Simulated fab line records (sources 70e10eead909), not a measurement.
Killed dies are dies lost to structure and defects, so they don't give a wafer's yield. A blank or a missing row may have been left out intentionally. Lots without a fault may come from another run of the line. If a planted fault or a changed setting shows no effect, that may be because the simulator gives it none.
fab line records	flow nand_harc
record: lots: 14	wafers: 42	last_day: 25
route steps=1159 shown A_CONTACT@872 THIN_TSV@1126 END@1159
lots that met no fault: from a run of the same line without faults
start_h: hours from the record's opening day to when the first of the lot's shown wafers began	wait_h: hours since the lot's step before	" repeats the value in the row above	L1.1+2: a single row standing in for several wafers	- no value, or no start given	* or withheld: withheld	< > ~ a bound
route shown NAME@n: names a module that has steps shown in the file, with the first one's number in the route	usual: the fault-free wafers' mean and standard deviation	same: alike in all rows	chamber/n: place in a boat	sites: readings site by site	_std_site: their standard deviation	_edge_site: the outer-site mean with the inner-site mean subtracted	radius_mm: how far each site lies from the wafer's centre	mask NAME#n: copy n	behind: the last tool/chamber to shape the wafer	hold: why the lot went on hold/how many hours it stayed there/how the hold came to an end	device: which transistor (n, p or np) failed to switch	end of line: the route-end tests of the same wafers	a step without rows: its recipe alone	killed: not the wafer's yield, but the dies lost to structure and defects at the first sort	map: a wafer's dies, x killed, . not, _ none there
set.NAME: the run value of the setting; set.NAME@STEP: its run value at that earlier step	model.NAME: the simulator's own value behind a step, which no gauge read
a sample of lots followed through the steps of the route, with each step as a table and each wafer as a row
services: a tool's chamber out of use, with start hour (start_h, from the record's first day; less than 0 if before it), hours out, and reason
== steps ==
step: NHARC_A_CONTACT_ETCH_121
recipe: source_w: withheld	pressure_mtorr: 20	bias_v: 3000	time_s: 94	target_depth_a: 9220	ar_flow_sccm: withheld	c4f8_flow_sccm: withheld	o2_flow_sccm: withheld	chemistry: C4F8/O2/Ar
usual: chamber_pressure_mTorr: 19.999/0.017
lot.wafer	tool	chamber	start_h	wait_h	chamber_pressure_mTorr	rf_hours_counter_h
L365.2	har_cap_etch-02	0	372.26	0.1	19.990	11
L365.3	"	0	"	"	19.995	-
L365.5	"	1	"	"	20.008	-
L366.2	har_cap_etch-03	0	377.67	0.1	20.005	84
L366.4	"	0	"	"	19.979	-
L366.3	"	1	"	"	19.964	-
L370.1	har_cap_etch-01	1	406.85	0.1	19.973	63
L370.6	"	0	"	"	20.006	-
L370.5	"	1	"	"	19.976	-
L373.1	har_cap_etch-02	1	425.56	0.1	20.011	18
L373.4	"	1	"	"	20.019	-
L373.5	"	0	"	"	19.996	-
L376.2	har_cap_etch-02	0	439.64	0.1	20.011	22
L376.3	"	0	"	"	20.010	-
L376.6	"	1	"	"	19.974	-
L377.2	har_cap_etch-01	0	439.97	0.1	20.011	69
L377.3	"	0	"	"	20.032	-
L377.5	"	1	"	"	19.992	-
L378.4	har_cap_etch-01	1	443.82	0.1	19.993	-
L378.6	"	0	"	"	19.988	-
L378.5	"	1	"	"	19.996	-
L379.2	har_cap_etch-03	0	453.10	0.1	20.014	97
L379.4	"	1	"	"	19.980	-
L379.5	"	1	"	"	20.000	-
L380.1	har_cap_etch-03	0	464.82	0.1	20.005	99
L380.3	"	1	"	"	19.993	-
L380.4	"	0	"	"	19.992	-
L383.3	har_cap_etch-03	1	472.20	0.1	20.018	-
L383.4	"	0	"	"	20.002	-
L383.6	"	0	"	"	20.020	-
L384.1	har_cap_etch-03	0	478.75	0.1	19.991	102
L384.4	"	1	"	"	19.986	-
L384.3	"	0	"	"	20.034	-
L386.1	har_cap_etch-03	1	507.43	0.1	19.985	106
L386.5	"	1	"	"	19.980	-
L386.6	"	0	"	"	19.999	-
L388.1	har_cap_etch-02	1	509.86	0.1	20.014	34
L388.3	"	0	"	"	20.006	-
L388.6	"	1	"	"	20.010	-
L387.1	har_cap_etch-01	1	513.93	0.1	20.001	80
L387.2	"	0	"	"	19.982	80
L387.4	"	0	"	"	19.992	-
step: NHARC_THIN_TSV_STRIP_62
recipe: power_w: 1500	temp_c: 250	time_s: 20	chemistry: N2/H2
usual: drypump_motor_current_A: 5.6/0.34	heater_power_w: 354/28
lot.wafer	tool	chamber	start_h	wait_h	drypump_motor_current_A	heater_power_w	rf_hours_counter_h
L365.2	plasma_asher-01	0	432.10	-	5.0	407	57
L365.3	"	1	"	"	5.4	332	-
L365.5	"	1	"	"	5.4	333	-
L366.2	plasma_asher-02	0	433.94	-	5.8	345	18
L366.3	"	1	"	"	5.9	327	-
L366.4	"	0	"	"	5.8	359	-
L370.1	plasma_asher-02	0	465.45	-	5.8	351	31
L370.6	"	0	"	"	5.8	355	-
L370.5	"	1	"	"	5.9	321	-
L373.1	plasma_asher-02	0	477.64	-	5.8	345	35
L373.4	"	0	"	"	5.8	356	-
L373.5	"	1	"	"	5.9	327	-
L378.4	plasma_asher-02	1	492.05	-	5.9	334	-
L378.6	"	1	"	"	5.9	323	-
L378.5	"	0	"	"	5.8	359	-
L376.2	plasma_asher-02	0	493.31	-	5.8	355	40
L376.3	"	1	"	"	5.9	336	-
L376.6	"	0	"	"	5.8	354	-
L377.2	plasma_asher-01	0	494.34	-	5.0	405	11
L377.3	"	0	"	"	5.0	405	-
L377.5	"	1	"	"	5.4	349	-
L379.2	plasma_asher-01	0	501.69	-	5.0	411	13
L379.4	"	1	"	"	5.4	350	-
L379.5	"	1	"	"	5.4	345	-
L380.1	plasma_asher-02	1	528.16	-	5.9	333	52
L380.4	"	0	"	"	5.8	350	-
L380.3	"	1	"	"	5.9	331	-
L383.4	plasma_asher-02	0	536.10	-	5.8	352	-
L383.3	"	1	"	"	5.9	319	-
L383.6	"	1	"	"	5.9	335	-
L384.1	plasma_asher-01	0	537.18	-	5.1	404	25
L384.4	"	1	"	"	5.4	351	-
L384.3	"	0	"	"	5.0	406	-
L388.1	plasma_asher-02	1	567.41	-	5.9	321	6
L388.3	"	1	"	"	5.9	338	-
L388.6	"	1	"	"	5.9	329	-
L386.1	plasma_asher-02	1	568.45	-	5.9	333	7
L386.6	"	1	"	"	5.9	326	-
L386.5	"	0	"	"	5.8	347	-
L387.1	plasma_asher-01	0	571.02	-	5.0	411	39
L387.2	"	1	"	"	5.4	340	39
L387.4	"	1	"	"	5.4	347	-
step: NHARC_THIN_TSV_STRIP_56
recipe: power_w: 1500	temp_c: 250	chemistry: O2
usual: drypump_motor_current_A: 5.4/0.34	heater_power_w: 361/32
lot.wafer	tool	chamber	start_h	wait_h	drypump_motor_current_A	heater_power_w	rf_hours_counter_h
L365.2	plasma_asher-02	1	436.17	0.2	5.9	326	19
L365.3	"	0	"	"	5.8	359	-
L365.5	"	1	"	"	5.9	324	-
L366.2	plasma_asher-01	1	437.80	0.1	5.4	329	59
L366.3	"	0	"	"	5.0	405	-
L366.4	"	1	"	"	5.4	336	-
L370.1	plasma_asher-01	1	469.49	0.1	5.4	348	1
L370.5	"	1	"	"	5.4	343	-
L370.6	"	0	"	"	5.0	414	-
L373.1	plasma_asher-01	1	481.44	0.1	5.4	344	6
L373.4	"	1	"	"	5.4	341	-
L373.5	"	1	"	"	5.4	343	-
L378.4	plasma_asher-02	1	495.97	0.2	5.9	331	-
L378.5	"	0	"	"	5.8	355	-
L378.6	"	1	"	"	5.9	331	-
L376.2	plasma_asher-01	1	497.28	0.1	5.4	344	12
L376.3	"	1	"	"	5.4	347	-
L376.6	"	0	"	"	5.0	397	-
L377.2	plasma_asher-01	0	498.29	0.1	5.0	406	12
L377.3	"	1	"	"	5.4	346	-
L377.5	"	1	"	"	5.4	354	-
L379.2	plasma_asher-01	1	505.84	0.2	5.4	344	15
L379.4	"	1	"	"	5.4	348	-
L379.5	"	0	"	"	5.0	408	-
L380.1	plasma_asher-01	0	532.09	0.1	5.0	412	24
L380.4	"	0	"	"	5.0	403	-
L380.3	"	1	"	"	5.3	333	-
L383.3	plasma_asher-01	0	540.20	0.2	5.0	411	-
L383.4	"	1	"	"	5.4	348	-
L383.6	"	0	"	"	5.1	404	-
L384.1	plasma_asher-01	0	541.49	0.4	5.0	404	27
L384.4	"	1	"	"	5.4	342	-
L384.3	"	0	"	"	5.0	402	-
L388.1	plasma_asher-02	1	571.25	0.1	5.9	329	8
L388.3	"	0	"	"	5.8	351	-
L388.6	"	1	"	"	5.9	326	-
L386.1	plasma_asher-01	1	572.44	0.1	5.4	338	39
L386.6	"	1	"	"	5.4	343	-
L386.5	"	0	"	"	5.0	401	-
L387.2	plasma_asher-01	1	575.38	0.1	5.4	341	41
L387.1	"	0	"	"	5.0	405	41
L387.4	"	0	"	"	5.0	409	-
step: NHARC_THIN_TSV_CD_MEAS_37
usual: cd_nm: 5000/3.8
lot.wafer	tool	chamber	start_h	wait_h	cd_nm
L365.2	cd_sem-02	-	436.93	-	5007
L365.3	"	-	"	"	5000
L365.5	"	-	"	"	4998
L366.2	cd_sem-03	-	438.55	-	5001
L366.3	"	-	"	"	4999
L366.4	"	-	"	"	5004
L370.1	cd_sem-03	-	470.28	-	5002
L370.5	"	-	"	"	4996
L370.6	"	-	"	"	4999
L373.1	cd_sem-03	-	482.22	-	5006
L373.4	"	-	"	"	5006
L373.5	"	-	"	"	4999
L378.4	cd_sem-03	-	496.64	-	4993
L378.5	"	-	"	"	4996
L378.6	"	-	"	"	5001
L376.2	cd_sem-03	-	498.03	-	4999
L376.3	"	-	"	"	4999
L376.6	"	-	"	"	5003
L377.2	cd_sem-03	-	499.08	-	4997
L377.3	"	-	"	"	4998
L377.5	"	-	"	"	4997
L379.2	cd_sem-03	-	506.70	-	5005
L379.4	"	-	"	"	5002
L379.5	"	-	"	"	4995
L380.1	cd_sem-01	-	532.89	-	4992
L380.3	"	-	"	"	5000
L380.4	"	-	"	"	4993
L383.3	cd_sem-02	-	540.90	-	4999
L383.4	"	-	"	"	5000
L383.6	"	-	"	"	5004
L384.1	cd_sem-03	-	542.24	-	4998
L384.3	"	-	"	"	4997
L384.4	"	-	"	"	4998
L388.1	cd_sem-02	-	572.05	-	4999
L388.3	"	-	"	"	5006
L388.6	"	-	"	"	5006
L386.1	cd_sem-02	-	573.24	-	4995
L386.5	"	-	"	"	4999
L386.6	"	-	"	"	4993
L387.1	cd_sem-01	-	576.18	-	5004
L387.2	"	-	"	"	5001
L387.4	"	-	"	"	5006
step: NHARC_END_SORT_01
recipe: temp_c: 25
usual: killed_at_array: 26/9.7	killed_at_other: 1.0/1.2	killed_at_periphery: 3.9/2.6	killed_dies: 31/9.7	killed_open: 3.2/1.8	killed_short: 2.0/1.3
same: gross_dies: 677
lot.wafer	tool	chamber	start_h	wait_h	killed_at_array	killed_at_other	killed_at_periphery	killed_dies	killed_open	killed_short
L373.1	prober-02	0	492.07	2.4	104	0	3	107	3	0
L373.4	prober-02	0	494.46	3.4	117	1	4	122	5	2
L373.5	prober-02	0	495.26	3.7	110	2	2	114	2	2
L376.2	prober-02	0	508.42	2.8	94	0	1	95	2	0
L376.3	prober-02	0	509.21	3.1	103	1	4	108	2	3
L376.6	prober-02	0	511.58	4.0	96	2	5	103	3	5
L383.3	prober-02	0	551.65	3.1	14	0	7	21	2	2
L383.4	prober-02	0	552.45	3.4	15	0	3	18	1	1
L383.6	prober-02	0	554.04	4.0	20	0	6	26	5	2
L384.1	prober-01	0	557.66	2.5	33	0	0	33	1	0
L384.3	prober-01	0	559.27	3.1	41	1	1	43	4	3
L384.4	prober-01	0	560.07	3.4	47	3	0	50	2	1
L386.1	prober-01	0	579.55	2.5	18	3	4	25	5	0
L386.5	prober-01	0	582.75	3.7	20	2	5	27	2	1
L386.6	prober-01	0	583.55	4.0	21	1	0	22	3	0
L388.1	prober-02	0	579.55	2.5	23	0	3	26	3	2
L388.3	prober-02	0	581.13	3.1	33	0	4	37	6	2
L388.6	prober-02	0	583.49	3.9	43	0	4	47	8	2
killed by level:class
L373.1 A_CONTACT:unspecified=78 A_CHANNEL_HOLE_D1:chamber_film_flake=14 A_SLIT:chamber_film_flake=5 P_ZERO_WELL:chamber_film_flake=2 A_STAIRCASE:chamber_film_flake=2 A_CHANNEL_FILL_D1:geometric_particle:open=1 A_SLIT:geometric_particle:open=1 A_CONTACT:geometric_particle:open=1
L373.4 A_CONTACT:unspecified=79 A_CHANNEL_HOLE_D1:chamber_film_flake=15 A_SLIT:chamber_film_flake=11 P_ZERO_WELL:chamber_film_flake=3 A_STAIRCASE:chamber_film_flake=3 A_SGD_CUT:chamber_film_flake=2 P_CONTACT:geometric_particle:open=1 A_SOURCE_PLATE:geometric_particle:open=1
L373.5 A_CONTACT:unspecified=84 A_CHANNEL_HOLE_D1:chamber_film_flake=9 A_SLIT:chamber_film_flake=9 A_STAIRCASE:chamber_film_flake=3 A_CONTACT:chamber_film_flake=3 P_M1:geometric_particle:open=1 A_SOURCE_PLATE:geometric_particle:short=1 A_ONON_D1:geometric_particle:open=1
L376.2 A_CONTACT:unspecified=83 A_CHANNEL_HOLE_D1:chamber_film_flake=5 A_CONTACT:chamber_film_flake=3 A_M0:geometric_particle:open=2 P_GATE:chamber_film_flake=1 A_CHANNEL_FILL_D1:chamber_film_flake=1
L376.3 A_CONTACT:unspecified=87 A_CHANNEL_HOLE_D1:chamber_film_flake=6 P_STI:chamber_film_flake=3 A_STAIRCASE:chamber_film_flake=3 A_CONTACT:chamber_film_flake=2 P_M0:geometric_particle:open=1 A_CHANNEL_HOLE_D1:geometric_particle:short=1 A_CHANNEL_FILL_D1:geometric_particle:short=1
L376.6 A_CONTACT:unspecified=80 A_CONTACT:chamber_film_flake=5 A_CHANNEL_HOLE_D1:chamber_film_flake=4 A_CHANNEL_FILL_D1:chamber_film_flake=2 P_M0:geometric_particle:short=1 P_M0:geometric_particle:open=1 P_M2:geometric_particle:short=1 A_CHANNEL_HOLE_D1:geometric_particle:open=1
L383.3 P_GATE:chamber_film_flake=4 A_CONTACT:chamber_film_flake=4 A_CHANNEL_HOLE_D1:chamber_film_flake=3 A_STAIRCASE:chamber_film_flake=2 A_M1:chamber_film_flake=2 P_CONTACT:geometric_particle:short=1 P_CONTACT:geometric_particle:open=1 A_CHANNEL_FILL_D1:geometric_particle:short=1
L383.4 A_CONTACT:chamber_film_flake=7 P_GATE:chamber_film_flake=3 A_CHANNEL_HOLE_D1:chamber_film_flake=2 A_STAIRCASE:chamber_film_flake=2 A_M0:geometric_particle:open=1 A_M0:geometric_particle:short=1 A_CHANNEL_FILL_D1:chamber_film_flake=1 A_M1:chamber_film_flake=1
L383.6 A_CHANNEL_HOLE_D1:chamber_film_flake=8 P_GATE:chamber_film_flake=4 A_STAIRCASE:chamber_film_flake=4 A_CONTACT:chamber_film_flake=3 A_CONTACT:geometric_particle:open=2 P_STI:geometric_particle:open=1 P_GATE:geometric_particle:open=1 A_SGD_CUT:geometric_particle:short=1
L384.1 A_SLIT:chamber_film_flake=14 A_CONTACT:chamber_film_flake=6 A_SGD_CUT:chamber_film_flake=3 A_CHANNEL_HOLE_D1:chamber_film_flake=2 A_STAIRCASE:chamber_film_flake=2 A_BLC:chamber_film_flake=2 A_M1:chamber_film_flake=2 A_SGD_CUT:geometric_particle:open=1
L384.3 A_SLIT:chamber_film_flake=9 A_BLC:chamber_film_flake=6 A_SGD_CUT:chamber_film_flake=5 A_CONTACT:chamber_film_flake=5 A_CHANNEL_HOLE_D1:chamber_film_flake=3 A_STAIRCASE:chamber_film_flake=3 A_M1:chamber_film_flake=3 A_CONTACT:geometric_particle:open=2
L384.4 A_SLIT:chamber_film_flake=16 A_BLC:chamber_film_flake=8 A_CHANNEL_HOLE_D1:chamber_film_flake=7 A_CONTACT:chamber_film_flake=7 A_M1:chamber_film_flake=4 A_SGD_CUT:chamber_film_flake=2 THIN_TSV:chamber_film_flake=2 A_CONTACT:geometric_particle:short=1
L386.1 A_CONTACT:chamber_film_flake=6 THIN_TSV:chamber_film_flake=3 A_CONTACT:geometric_particle:open=2 P_STI:chamber_film_flake=2 A_ZERO_WELL:chamber_film_flake=2 A_CHANNEL_HOLE_D1:chamber_film_flake=2 A_STAIRCASE:chamber_film_flake=2 A_WL_FILL:chamber_film_flake=2
L388.1 A_SLIT:chamber_film_flake=14 A_WL_FILL:chamber_film_flake=3 P_CONTACT:geometric_particle:short=1 P_M1:geometric_particle:open=1 A_ONON_D1:geometric_particle:short=1 A_CHANNEL_FILL_D1:geometric_particle:open=1 A_BLC:geometric_particle:open=1 P_M0:chamber_film_flake=1
L388.3 A_SLIT:chamber_film_flake=21 A_CHANNEL_HOLE_D1:chamber_film_flake=5 A_CHANNEL_FILL_D1:geometric_particle:open=2 P_STI:geometric_particle:short=1 P_GATE:geometric_particle:open=1 P_CONTACT:geometric_particle:open=1 P_M0:geometric_particle:open=1 A_SOURCE_PLATE:geometric_particle:short=1
L386.5 A_CHANNEL_HOLE_D1:chamber_film_flake=6 A_STAIRCASE:chamber_film_flake=5 A_CONTACT:chamber_film_flake=3 P_ZERO_WELL:chamber_film_flake=2 P_STI:chamber_film_flake=2 A_SLIT:chamber_film_flake=2 A_WL_FILL:chamber_film_flake=2 P_M2:geometric_particle:short=1
L388.6 A_SLIT:chamber_film_flake=24 A_CHANNEL_HOLE_D1:chamber_film_flake=7 A_WL_FILL:chamber_film_flake=3 P_M0:geometric_particle:open=2 A_SGD_CUT:geometric_particle:open=2 A_M0:geometric_particle:open=2 A_CONTACT:chamber_film_flake=2 P_M2:geometric_particle:short=1
L386.6 A_WL_FILL:chamber_film_flake=6 A_CONTACT:chamber_film_flake=5 A_STAIRCASE:chamber_film_flake=4 A_CHANNEL_HOLE_D1:chamber_film_flake=3 A_ONON_D1:geometric_particle:open=1 A_SGD_CUT:geometric_particle:open=1 A_M1:geometric_particle:open=1 THIN_TSV:chamber_film_flake=1
== services ==
tool	chamber	start_h	hours	kind
plasma_asher-02	-	360.00	9.0	pm
plasma_asher-02	0	360.00	9.0	vent_cycle
plasma_asher-02	1	360.00	9.0	vent_cycle
plasma_asher-02	0	369.00	-	clean
plasma_asher-02	1	369.00	-	clean
plasma_asher-02	-	389.79	7.0	repair
plasma_asher-01	-	453.07	9.0	pm
plasma_asher-01	0	453.07	9.0	vent_cycle
plasma_asher-01	1	453.07	9.0	vent_cycle
plasma_asher-01	0	462.07	-	clean
plasma_asher-01	1	462.07	-	clean
plasma_asher-01	-	527.64	3.7	repair
plasma_asher-02	-	537.00	9.0	pm
plasma_asher-02	0	537.00	9.0	vent_cycle
plasma_asher-02	1	537.00	9.0	vent_cycle
har_cap_etch-03	-	545.81	17.0	pm
har_cap_etch-03	0	545.81	17.0	vent_cycle
har_cap_etch-03	1	545.81	17.0	vent_cycle
plasma_asher-02	0	546.00	-	clean
plasma_asher-02	1	546.00	-	clean
har_cap_etch-03	0	562.81	-	clean
har_cap_etch-03	1	562.81	-	clean
== key ==
first_sign: step: NHARC_END_SORT_01	reading: killed_at_array	direction: up	sigmas: 8.1	usual: 26	struck: 104
effect: step: NHARC_END_SORT_01	reading: killed_dies	direction: up	sigmas: 8	usual: 31	struck: 108
more_kills_born_at: NHARC_A_CONTACT_ETCH_121@har_cap_etch-02: 491
met_at NHARC_A_CONTACT_ETCH_121
struck_lots L373,L376
tester_left_out L373,L376
not_acting_at NHARC_THIN_TSV_STRIP_62,NHARC_THIN_TSV_STRIP_56,NHARC_THIN_TSV_CD_MEAS_37
onset_between 372.26 425.56
fault: kind: chamber_particle_source	tool: har_cap_etch-02	chamber: -	onset_h: 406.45	steps: NHARC_A_CONTACT_ETCH_121	rate_per_visit_cm2: 0.93835	end_h: 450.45
tester_left_out: of these lots the tester's yield and bins aren't shown, on N5 and GAA mostly nor the transistor test; their killed dies are dies lost to structure and defects alone, not to doping, threshold or leakage, so they don't give the yield
